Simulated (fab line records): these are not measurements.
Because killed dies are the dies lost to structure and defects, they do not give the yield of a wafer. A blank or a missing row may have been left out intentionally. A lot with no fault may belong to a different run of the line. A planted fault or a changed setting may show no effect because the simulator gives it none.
What tool caused it? -- flow n5_finfet -- Sampling: 10 lots, 30 wafers, 3 of 1938 route steps

WHAT THE GAUGES READ, wafer by wafer
N5_BEOL_M9_INSPECT_30: inspects for defects (brightfield).
lot,measured,on,raw_defect_count
L194,day 11 01:44,defect_inspect-01,527 352 322
L193,day 11 09:32,defect_inspect-02,377 518 437
L197,day 12 07:22,defect_inspect-01,485 583 436
L196,day 12 10:53,defect_inspect-01,363 428 399
L198,day 12 11:16,defect_inspect-01,426 408 425
L202,day 13 13:02,defect_inspect-01,898 935 1002
L204,day 14 02:59,defect_inspect-02,1000 902 944
L207,day 14 15:39,defect_inspect-02,425 469 394
L208,day 14 15:43,defect_inspect-01,462 399 489
L210,day 15 12:10,defect_inspect-01,388 428 402

WHAT TOOL EACH LOT RAN ON (gives the tool, then ch and the chambers of the sampled wafers, and finally the start)
lot,N5_BEOL_M9_HM_DEP_02,N5_BEOL_M9_STRIP_19
L194,"pvd_sputter-01, day 11 00:14","rie_diel-02 ch 1,3, day 11 01:16"
L193,"pvd_sputter-03, day 11 07:07","rie_diel-05 ch 1,2, day 11 08:04"
L197,"pvd_sputter-03, day 12 06:00","rie_diel-02 ch 0,2, day 12 06:50"
L196,"pvd_sputter-01, day 12 09:28","rie_diel-05 ch 0,1,2, day 12 10:26"
L198,"pvd_sputter-02, day 12 09:38","rie_diel-06 ch 1,2,3, day 12 10:36"
L202,"pvd_sputter-03, day 13 04:56","rie_diel-02 ch 1,2,3, day 13 05:54"
L204,"pvd_sputter-03, day 13 23:53","rie_diel-02 ch 0,1,2, day 14 01:21"
L207,"pvd_sputter-03, day 14 14:10","rie_diel-05 ch 0,1,3, day 14 15:11"
L208,"pvd_sputter-03, day 14 14:16","rie_diel-05 ch 1,2, day 14 15:15"
L210,"pvd_sputter-01, day 15 08:38","rie_diel-06 ch 1,2,3, day 15 09:43"
- N5_BEOL_M9_HM_DEP_02: deposits TiN, target thk 20 nm.
- N5_BEOL_M9_STRIP_19: strips in O2.

THE ANSWER, worked out from the rows above alone
Rule: usual is defined by the lots themselves. The widest of any qualifying gaps counts: lots, ordered by their means at a reading, are off when they make up no more than a third of the lots, leave a main group of 4 or more, and stand apart from it by 3 or more times the standard deviation of that group's means. A main group is skipped when, at the precision printed for the reading in the tables above, its means are all equal. A lot without any number at a reading at which 4 lots or more have one is off too. The other lots that the step has rows for count as sound.
Off at N5_BEOL_M9_INSPECT_30 (raw_defect_count): L202, L204. Mean 431 and standard deviation 32 in the main group.
If a tool, at a process step before that reading, ran all the lots that are off and no sound lot after the first of them, it fits. The gauges at N5_BEOL_M9_INSPECT_30 are tried like those tools. One candidate fits, namely rie_diel-02 at N5_BEOL_M9_STRIP_19. A fault onset in the window from L197 (day 12 06:50, its last sound lot) to L202 (day 13 05:54, its first lot off) fits.

WHAT WAS PUT IN BY THE SIMULATOR
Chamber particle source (rie_diel-02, N5_BEOL_M9_STRIP_19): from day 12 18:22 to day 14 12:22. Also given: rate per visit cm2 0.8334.
Lots struck among those shown: L202, L204. The rule above found the same.
